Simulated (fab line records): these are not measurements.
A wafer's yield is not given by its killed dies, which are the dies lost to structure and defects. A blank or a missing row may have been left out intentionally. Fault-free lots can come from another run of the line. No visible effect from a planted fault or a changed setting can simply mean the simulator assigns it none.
Matching of chambers | flow nand_harc | 4 sister chambers for NHARC_P_CONTACT_CMP_01 on cmp-01
The step polishes SiO2, target thk 200 nm. 4 wafers are shown with their chamber, then 12 later ones without.

== EACH WAFER AND ITS CHAMBER ==
wafer  | chamber | motor_current_A (A)
L083.1 | 1       | 11.9
L089.4 | 2       | 9.8
L088.2 | 3       | 12.4
L088.5 | 0       | 12.5

== WAFERS WITHOUT THEIR CHAMBER ==
wafer  | motor_current_A (A)
L090.2 | 12.6
L090.3 | 10.4
L090.4 | 12.4
L095.1 | 12.2
L095.3 | 12.4
L095.5 | 12.2
L097.1 | 12.0
L097.4 | 12.2
L097.5 | 10.4
L096.2 | 12.2
L096.5 | 10.9
L096.6 | 12.1

== CHAMBER TAKEN BY EACH ==
wafer  | from the rows above               | in truth
L090.2 | can't be placed: 0 or 3 or 1      | 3
L090.3 | 2                                 | 2
L090.4 | can't be placed: 3 or 0 or 1      | 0
L095.1 | can't be placed: 3 or 1 or 0      | 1
L095.3 | can't be placed: 3 or 0 or 1      | 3
L095.5 | can't be placed: 3 or 1 or 0      | 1
L097.1 | can't be placed: 1 or 3 or 0      | 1
L097.4 | can't be placed: 3 or 1 or 0      | 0
L097.5 | 2                                 | 2
L096.2 | can't be placed: 3 or 1 or 0      | 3
L096.5 | can't be placed: 1 or 2 or 3 or 0 | 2
L096.6 | can't be placed: 1 or 3 or 0      | 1
2 of 12 placed correctly. Not placeable from these rows: 10 (in 10, the candidates include the true chamber). 0 placed wrongly.
How it was worked out, from the rows above alone: a wafer's distance from a chamber is the root of the sum, over the readings, of the square of ((its reading less the chamber's mean) divided by the reading's scatter). If the next closest chamber is less than 2 further off than the closest, the wafer can't be placed; otherwise it belongs to the closest. For every chamber, the mean is computed from those of its wafers that are shown. The scatter: with one shown wafer a chamber, the root of the mean of the squares of how far each hidden wafer lies from its nearest shown one.
